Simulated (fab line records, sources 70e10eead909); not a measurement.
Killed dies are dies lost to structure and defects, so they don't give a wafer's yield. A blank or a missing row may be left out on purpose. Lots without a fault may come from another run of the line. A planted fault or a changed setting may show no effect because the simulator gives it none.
Chamber matching | flow nand_harc | NHARC_A_BLC_CMP_25 on cmp-04: 4 sister chambers
The step polishes, t overpolish 30 s, target thk 150 nm. 22 wafers are shown with their chamber, then 11 later ones without.

WAFERS WITH THEIR CHAMBER
wafer  | chamber | motor_current_A (A) | time_to_endpoint_s (s) | overpolish_run_s (s)
L076.1 | 0       | 11.5                | 29.7                   | 29.987
L076.2 | 3       | 11.3                | 26.9                   | 29.999
L076.5 | 2       | 15.5                | 29.2                   | 30.007
L079.2 | 0       | 11.8                | 32.0                   | 30.001
L079.5 | 2       | 15.5                | 32.3                   | 30.000
L079.6 | 1       | 12.7                | 30.1                   | 29.996
L082.2 | 1       | 13.6                | 32.2                   | 30.000
L082.3 | 3       | 11.0                | 26.1                   | 30.004
L082.4 | 0       | 11.8                | 30.6                   | 30.006
L081.1 | 3       | 11.1                | 27.9                   | 29.991
L081.4 | 0       | 12.1                | 29.7                   | 30.004
L081.5 | 2       | 15.2                | 29.6                   | 29.987
L084.2 | 2       | 15.1                | 33.0                   | 30.000
L084.4 | 3       | 11.8                | 30.3                   | 30.006
L084.5 | 0       | 12.4                | 33.3                   | 30.003
L089.3 | 1       | 13.7                | 32.3                   | 30.002
L089.4 | 3       | 11.2                | 27.7                   | 29.992
L089.6 | 0       | 12.3                | 31.8                   | 29.986
L088.1 | 0       | 11.7                | 30.0                   | 29.991
L088.4 | 2       | 15.0                | 32.0                   | 29.998
L088.6 | 3       | 11.0                | 29.0                   | 29.995
L093.1 | 1       | 13.2                | 29.2                   | 30.005

SIGNATURES (means of the wafers above)
reading            | chamber 0 | chamber 1 | chamber 2 | chamber 3 | scatter within a chamber
motor_current_A    | 11.943    | 13.300    | 15.260    | 11.233    | 0.329
time_to_endpoint_s | 31.014    | 30.950    | 31.220    | 27.983    | 1.52
overpolish_run_s   | 29.99686  | 30.00075  | 29.99840  | 29.99783  | 0.00701
Rule: a wafer's distance from a chamber is the root of the sum, over the readings, of the square of ((its reading less the chamber's mean) divided by the reading's scatter). The wafer belongs to the nearest chamber; if the next one is less than 2 further off, it can't be placed. The scatter: the root of (the sum of the squares of (reading less its chamber's mean) over the shown wafers, divided by (wafers less chambers)).

WAFERS WITHOUT THEIR CHAMBER
wafer  | motor_current_A (A) | time_to_endpoint_s (s) | overpolish_run_s (s)
L093.2 | 15.9                | 28.5                   | 29.995
L093.6 | 11.2                | 27.3                   | 30.013
L091.2 | 10.7                | 29.9                   | 29.999
L091.3 | 15.6                | 32.1                   | 30.003
L091.5 | 14.8                | 32.6                   | 30.008
L092.1 | 15.6                | 33.0                   | 30.000
L092.3 | 11.1                | 31.3                   | 29.999
L092.6 | 11.1                | 33.7                   | 30.000
L096.2 | 14.6                | 26.0                   | 29.999
L096.3 | 11.5                | 27.8                   | 29.997
L096.4 | 13.1                | 27.2                   | 30.010

WHICH CHAMBER EACH WENT THROUGH
wafer  | from the rows above     | in truth
L093.2 | 2                       | 2
L093.6 | can't be placed: 3 or 0 | 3
L091.2 | can't be placed: 3 or 0 | 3
L091.3 | 2                       | 2
L091.5 | 2                       | 2
L092.1 | 2                       | 2
L092.3 | can't be placed: 3 or 0 | 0
L092.6 | can't be placed: 0 or 3 | 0
L096.2 | can't be placed: 2 or 1 | 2
L096.3 | can't be placed: 3 or 0 | 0
L096.4 | can't be placed: 1 or 0 | 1
Placed correctly: 4 of 11. Can't be placed from these rows: 7 (the true chamber is among the candidates in 7). Placed wrongly: 0.
